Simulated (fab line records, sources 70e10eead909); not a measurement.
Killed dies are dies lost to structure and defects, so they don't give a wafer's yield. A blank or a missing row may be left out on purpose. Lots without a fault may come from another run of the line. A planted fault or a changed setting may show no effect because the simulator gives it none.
Chamber matching | flow nand_harc | NHARC_A_CONTACT_ETCH_88 on rie_diel-03: 4 sister chambers
The step etches the open film in CF4, target depth 39 nm, time 65 s. 4 wafers are shown with their chamber, then 9 later ones without.

WAFERS WITH THEIR CHAMBER
wafer  | chamber | showerhead_plenum_p_Torr (Torr)
L084.1 | 0       | 1.67
L091.2 | 1       | 1.87
L091.4 | 3       | 1.82
L091.6 | 2       | 1.82

WAFERS WITHOUT THEIR CHAMBER
wafer  | showerhead_plenum_p_Torr (Torr)
L095.2 | 1.87
L095.4 | 1.82
L095.6 | 1.82
L089.1 | 1.66
L089.3 | 1.82
L089.6 | 1.82
L096.2 | 1.82
L096.3 | 1.87
L096.5 | 1.82

WHICH CHAMBER EACH WENT THROUGH
wafer  | from the rows above     | in truth
L095.2 | 1                       | 1
L095.4 | can't be placed: 2 or 3 | 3
L095.6 | can't be placed: 2 or 3 | 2
L089.1 | 0                       | 0
L089.3 | can't be placed: 2 or 3 | 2
L089.6 | can't be placed: 2 or 3 | 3
L096.2 | can't be placed: 2 or 3 | 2
L096.3 | 1                       | 1
L096.5 | can't be placed: 2 or 3 | 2
Placed correctly: 3 of 9. Can't be placed from these rows: 6 (the true chamber is among the candidates in 6). Placed wrongly: 0.
How it was worked out, from the rows above alone: a wafer's distance from a chamber is the root of the sum, over the readings, of the square of ((its reading less the chamber's mean) divided by the reading's scatter). The wafer belongs to the nearest chamber; if the next one is less than 2 further off, it can't be placed. A chamber's mean is the mean of its shown wafers. The scatter: with one shown wafer a chamber, the root of the mean of the squares of how far each hidden wafer lies from its nearest shown one.
